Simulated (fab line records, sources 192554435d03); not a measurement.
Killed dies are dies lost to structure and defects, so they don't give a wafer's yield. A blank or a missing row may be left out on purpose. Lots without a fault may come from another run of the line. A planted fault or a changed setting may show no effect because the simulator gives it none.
Which tool did it? | flow n5_finfet | 9 lots, 27 wafers sampled, at 8 steps of a route of 1938

WHAT THE GAUGES READ, wafer by wafer
N5_STI_FIN_REVEAL_FIN_H_MEAS_10.
lot  | measured    | on     | trench_depth_nm (nm)
L248 | day 2 18:43 | ocd-01 | 52.1 52.1 51.2
L251 | day 3 13:07 | ocd-02 | 51.4 51.6 51.2
L253 | day 4 00:23 | ocd-01 | 51.1 50.5 51.0
L254 | day 4 07:25 | ocd-01 | 51.9 51.5 51.7
L255 | day 4 12:08 | ocd-02 | 51.8 51.1 51.2
L256 | day 4 18:58 | ocd-02 | 52.1 51.1 53.1
L261 | day 6 05:05 | ocd-02 | 51.1 51.1 52.3
L263 | day 6 13:14 | ocd-01 | 52.6 52.1 53.1
L265 | day 7 00:19 | ocd-01 | 52.2 52.5 52.8

N5_DUMMY_GATE_CD_MEAS_15: target cd 25.8 nm.
lot  | measured    | on        | cd_nm (nm)
L248 | day 3 07:12 | cd_sem-02 | 25.16 24.92 25.45
L251 | day 4 00:14 | cd_sem-03 | 24.79 24.87 25.28
L253 | day 4 08:58 | cd_sem-01 | 24.80 24.61 25.08
L254 | day 4 18:04 | cd_sem-01 | 25.14 24.64 25.25
L255 | day 4 21:02 | cd_sem-03 | 25.11 24.84 24.73
L256 | day 5 03:32 | cd_sem-03 | 25.00 24.88 24.84
L261 | day 6 13:46 | cd_sem-01 | 27.11 27.10 27.39
L263 | day 6 21:47 | cd_sem-03 | 25.00 25.30 25.45
L265 | day 7 09:01 | cd_sem-01 | 26.92 27.11 26.75

N5_DUMMY_GATE_CD_MEAS_50: target cd 14 nm.
lot  | measured    | on        | cd_nm (nm)
L248 | day 3 07:43 | cd_sem-01 | 14.5 14.0 14.4
L251 | day 4 00:44 | cd_sem-02 | 14.2 14.4 14.2
L253 | day 4 09:38 | cd_sem-01 | 13.8 14.2 13.5
L254 | day 4 18:49 | cd_sem-02 | 13.9 14.2 14.4
L255 | day 4 21:38 | cd_sem-01 | 13.8 14.3 13.2
L256 | day 5 04:02 | cd_sem-01 | 13.4 13.5 14.0
L261 | day 6 14:16 | cd_sem-01 | 15.5 15.3 15.9
L263 | day 6 22:42 | cd_sem-01 | 14.1 13.8 14.3
L265 | day 7 09:38 | cd_sem-03 | 15.5 15.9 16.4

N5_DUMMY_GATE_CD_MEAS_24: target cd 15 nm.
lot  | measured    | on        | cd_nm (nm)
L248 | day 3 08:13 | cd_sem-03 | 14.8 14.4 15.0
L251 | day 4 01:14 | cd_sem-02 | 15.1 15.6 15.4
L253 | day 4 10:12 | cd_sem-01 | 14.4 14.8 14.8
L254 | day 4 19:19 | cd_sem-03 | 14.6 15.6 15.5
L255 | day 4 22:11 | cd_sem-01 | 14.9 14.7 14.8
L256 | day 5 04:32 | cd_sem-01 | 14.4 14.0 14.5
L261 | day 6 14:46 | cd_sem-01 | 16.5 17.0 16.8
L263 | day 6 23:35 | cd_sem-01 | 14.9 15.0 15.0
L265 | day 7 10:08 | cd_sem-02 | 16.5 17.2 17.1

N5_BEOL_M4_RC_MEAS_101.
lot  | measured     | on        | DIBL_N (mV/V)  | DIBL_P (mV/V)  | IOFF_N (nA/um) | IOFF_P (nA/um) | ION_N (uA/um) | ION_P (uA/um) | SS_N (mV/dec)  | SS_P (mV/dec)  | VT_N (mV)   | VT_P (mV)
L248 | day 8 13:19  | prober-02 | 35.8 36.7 36.7 | 38.3 38.5 39.2 | 0.15 0.16 0.16 | 0.19 0.20 0.21 | 669 675 667   | 455 463 458   | 71.9 71.5 71.4 | 74.0 73.6 74.5 | 251 249 250 | -256 -255 -254
L251 | day 9 02:05  | prober-01 | 38.5 35.9 35.7 | 38.0 34.2 33.9 | 0.19 0.13 0.14 | 0.23 0.18 0.17 | 677 656 658   | 456 452 446   | 72.2 71.5 71.7 | 73.7 72.1 72.0 | 247 252 253 | -252 -255 -257
L253 | day 9 13:07  | prober-02 | 36.4 37.5 35.8 | 38.5 39.4 37.3 | 0.17 0.19 0.16 | 0.25 0.26 0.23 | 664 675 666   | 460 465 461   | 72.0 71.8 71.3 | 73.9 73.2 73.3 | 248 248 248 | -251 -251 -249
L254 | day 10 02:21 | prober-01 | 40.5 37.7 36.3 | 41.6 37.0 35.5 | 0.24 0.17 0.14 | 0.30 0.21 0.19 | 687 668 661   | 473 462 454   | 72.5 71.4 71.3 | 74.3 73.4 72.9 | 245 249 251 | -245 -250 -251
L255 | day 10 01:18 | prober-02 | 36.2 35.7 37.7 | 35.5 36.2 37.3 | 0.13 0.13 0.16 | 0.18 0.18 0.21 | 659 655 664   | 453 452 457   | 72.0 71.5 72.6 | 73.3 72.9 72.8 | 256 255 252 | -252 -252 -250
L256 | day 10 06:06 | prober-01 | 38.8 40.4 39.5 | 40.5 43.5 43.2 | 0.21 0.25 0.25 | 0.24 0.30 0.30 | 681 695 703   | 464 458 476   | 71.4 72.5 71.6 | 74.4 75.2 75.5 | 245 245 241 | -252 -245 -247
L261 | day 11 14:55 | prober-02 | 31.2 31.1 30.0 | 29.5 28.5 28.6 | 0.09 0.09 0.09 | 0.15 0.13 0.14 | 652 650 674   | 459 452 466   | 69.7 69.7 69.6 | 71.4 70.9 71.2 | 256 254 255 | -253 -257 -254
L263 | day 12 03:09 | prober-02 | 36.6 34.0 36.0 | 36.8 33.8 36.7 | 0.16 0.12 0.16 | 0.22 0.17 0.21 | 674 660 693   | 465 457 469   | 72.5 71.4 71.6 | 73.8 72.9 73.8 | 251 254 249 | -250 -254 -249
L265 | day 12 07:57 | prober-01 | 31.5 30.8 30.3 | 28.7 28.8 28.1 | 0.08 0.08 0.08 | 0.13 0.13 0.12 | 635 643 642   | 448 450 445   | 69.7 69.5 70.2 | 72.0 71.4 71.6 | 260 259 257 | -256 -255 -256

WHICH TOOL RAN EACH LOT (tool, then ch and the chambers of the sampled wafers, then the start)
lot  | N5_STI_FIN_REVEAL_RECESS_09       | N5_DUMMY_GATE_EXPOSE_12          | N5_DUMMY_GATE_ETCH_37
L248 | vapor_etch-02 ch 0,1, day 2 16:01 | euv_scanner-02 ch 0, day 3 07:05 | rie_diel-05 ch 0,2,3, day 3 07:29
L251 | vapor_etch-01 ch 0,1, day 3 10:24 | euv_scanner-01 ch 0, day 4 00:06 | rie_diel-05 ch 1,2, day 4 00:30
L253 | vapor_etch-02 ch 0,1, day 3 22:13 | euv_scanner-01 ch 0, day 4 08:51 | rie_diel-03 ch 2,3, day 4 09:14
L254 | vapor_etch-02 ch 0,1, day 4 04:42 | euv_scanner-02 ch 0, day 4 17:56 | rie_diel-05 ch 1,2,3, day 4 18:20
L255 | vapor_etch-02 ch 0,1, day 4 09:58 | euv_scanner-02 ch 0, day 4 20:55 | rie_diel-03 ch 2,3, day 4 21:19
L256 | vapor_etch-02 ch 1, day 4 16:16   | euv_scanner-02 ch 0, day 5 03:24 | rie_diel-03 ch 1,2,3, day 5 03:48
L261 | vapor_etch-01 ch 0,1, day 6 02:20 | euv_scanner-02 ch 0, day 6 13:38 | rie_diel-03 ch 0,1, day 6 14:02
L263 | vapor_etch-02 ch 0,1, day 6 10:32 | euv_scanner-01 ch 0, day 6 21:40 | rie_diel-05 ch 0,3, day 6 22:25
L265 | vapor_etch-01 ch 0,1, day 6 21:33 | euv_scanner-02 ch 0, day 7 08:54 | rie_diel-05 ch 0,3, day 7 09:24
- N5_STI_FIN_REVEAL_RECESS_09: chemistry HF/NH3, target SiO2, afs cycles 11, target depth 42.5 nm, sublimation time 60 s.
- N5_DUMMY_GATE_EXPOSE_12: exposes mask GATE, target cd 25 nm.
- N5_DUMMY_GATE_ETCH_37: etches SOC in N2/H2, target depth 60 nm, overetch 30 nm.

WHAT THE TOOLS THEMSELVES READ (means of the sampled wafers that have a number; where no wafer has one, the mark that the record gives instead)
N5_STI_FIN_REVEAL_RECESS_09.
lot  | tool          | drypump_motor_current_A (A)
L248 | vapor_etch-02 | 5.39
L251 | vapor_etch-01 | 5.81
L253 | vapor_etch-02 | 5.42
L254 | vapor_etch-02 | 5.38
L255 | vapor_etch-02 | 5.42
L256 | vapor_etch-02 | 5.38
L261 | vapor_etch-01 | 5.71
L263 | vapor_etch-02 | 5.39
L265 | vapor_etch-01 | 5.72

N5_DUMMY_GATE_EXPOSE_12.
lot  | tool           | exposure_dose_mJ_cm2 | focus_offset_nm (nm)
L248 | euv_scanner-02 | 34.30                | 0.2
L251 | euv_scanner-01 | 34.05                | -0.2
L253 | euv_scanner-01 | 33.99                | 0.1
L254 | euv_scanner-02 | 34.31                | 0.4
L255 | euv_scanner-02 | 34.31                | -0.3
L256 | euv_scanner-02 | 34.30                | -0.2
L261 | euv_scanner-02 | 30.65                | 0.2
L263 | euv_scanner-01 | 33.95                | -0.9
L265 | euv_scanner-02 | 31.39                | 0.3

N5_DUMMY_GATE_ETCH_37.
lot  | tool        | drypump_motor_current_A (A) | oes_product_au (a.u.) | rf_vpp_V (V) | showerhead_plenum_p_Torr (Torr) | throttle_valve_pct (%)
L248 | rie_diel-05 | 5.8                         | 0.62                  | 524.1        | 2.55                            | 17.84
L251 | rie_diel-05 | 5.7                         | 0.61                  | 523.0        | 2.52                            | 17.78
L253 | rie_diel-03 | 6.0                         | 0.57                  | 522.8        | 2.48                            | 17.77
L254 | rie_diel-05 | 5.6                         | 0.63                  | 523.0        | 2.52                            | 17.73
L255 | rie_diel-03 | 6.0                         | 0.56                  | 521.5        | 2.48                            | 17.78
L256 | rie_diel-03 | 5.6                         | 0.56                  | 524.0        | 2.54                            | 17.94
L261 | rie_diel-03 | 5.5                         | 0.57                  | 527.3        | 2.65                            | 18.23
L263 | rie_diel-05 | 5.9                         | 0.72                  | 523.4        | 2.53                            | 17.54
L265 | rie_diel-05 | 5.9                         | 0.71                  | 523.3        | 2.53                            | 17.56

THE ANSWER, worked out from the rows above alone
Rule: what is usual is taken from the lots themselves. Put in order of their means at a reading, lots are off if they are a third of the lots or fewer, leave a main group of 4 or more, and stand apart from it by a gap of 3 or more times the standard deviation of the main group's means; of several such gaps the widest counts. A main group whose means are all the same, to the digits that the tables above print for the reading, isn't used. A lot without any number at a reading at which 4 lots or more have one is off too. The other lots that the step has rows for count as sound. The gauges are gone through in route order, then the tools' own readings, and for those a lot's mean is taken as printed above. The first step at which some lot is off is used, and at that step the reading that is off furthest; a lot without a number counts as furthest.
Off: L261, L265, at N5_DUMMY_GATE_CD_MEAS_15 (cd_nm). The main group: mean 25.01 nm, standard deviation 0.14.
A tool fits if, at a process step before that reading, it ran every lot that is off, and no sound lot after the first of them. The gauges at N5_DUMMY_GATE_CD_MEAS_15 aren't tried: what is off there is off at N5_BEOL_M4_RC_MEAS_101 too, on other tools, and a gauge's error can't cause that. Can't be told from this: 2 tools fit, vapor_etch-01 at N5_STI_FIN_REVEAL_RECESS_09, euv_scanner-02 at N5_DUMMY_GATE_EXPOSE_12.

WHAT THE SIMULATOR HAD PUT IN
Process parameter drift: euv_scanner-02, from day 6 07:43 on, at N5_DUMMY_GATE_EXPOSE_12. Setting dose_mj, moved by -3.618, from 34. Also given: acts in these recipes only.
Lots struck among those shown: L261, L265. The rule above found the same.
